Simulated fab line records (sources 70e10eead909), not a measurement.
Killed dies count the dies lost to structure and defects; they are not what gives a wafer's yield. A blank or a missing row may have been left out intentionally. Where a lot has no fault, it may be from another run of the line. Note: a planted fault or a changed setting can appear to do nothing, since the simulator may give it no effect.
Chamber matching / flow nandHarc / 3 sister chambers for NHARC_P_M1_DEP_33 on pecvd-04
The step deposits SiCN, target thk 30 nm. 3 wafers are shown with their chamber, then 9 later ones without.

WAFERS, EACH WITH ITS CHAMBER
wafer=L092.1; chamber=2; heaterPowerW (W)=612
wafer=L092.4; chamber=1; heaterPowerW (W)=660
wafer=L092.5; chamber=0; heaterPowerW (W)=574

WAFERS WITHOUT THEIR CHAMBER
wafer=L093.4; heaterPowerW (W)=634
wafer=L093.5; heaterPowerW (W)=586
wafer=L093.6; heaterPowerW (W)=595
wafer=L094.2; heaterPowerW (W)=698
wafer=L094.3; heaterPowerW (W)=621
wafer=L094.4; heaterPowerW (W)=661
wafer=L095.1; heaterPowerW (W)=667
wafer=L095.4; heaterPowerW (W)=589
wafer=L095.6; heaterPowerW (W)=656

THE CHAMBER EACH PASSED THROUGH
wafer=L093.4; from the rows above=can't be placed: 2 or 1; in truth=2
wafer=L093.5; from the rows above=can't be placed: 0 or 2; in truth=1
wafer=L093.6; from the rows above=can't be placed: 2 or 0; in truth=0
wafer=L094.2; from the rows above=1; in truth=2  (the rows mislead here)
wafer=L094.3; from the rows above=can't be placed: 2 or 1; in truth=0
wafer=L094.4; from the rows above=1; in truth=1
wafer=L095.1; from the rows above=1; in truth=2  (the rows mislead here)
wafer=L095.4; from the rows above=can't be placed: 0 or 2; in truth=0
wafer=L095.6; from the rows above=1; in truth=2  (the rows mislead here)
Correctly placed: 1 of 9. These rows do not allow placing 5 (true chamber among the candidates in 3). Placed wrongly: 3.
How it was worked out, from the rows above alone: a wafer's distance from a chamber is the root of the sum, over the readings, of the square of ((its reading less the chamber's mean) divided by the reading's scatter). The wafer belongs to the nearest chamber; if the next one is less than 2 further off, it can't be placed. Each chamber's mean is taken over the wafers shown for it. The scatter: with one shown wafer a chamber, the root of the mean of the squares of how far each hidden wafer lies from its nearest shown one.
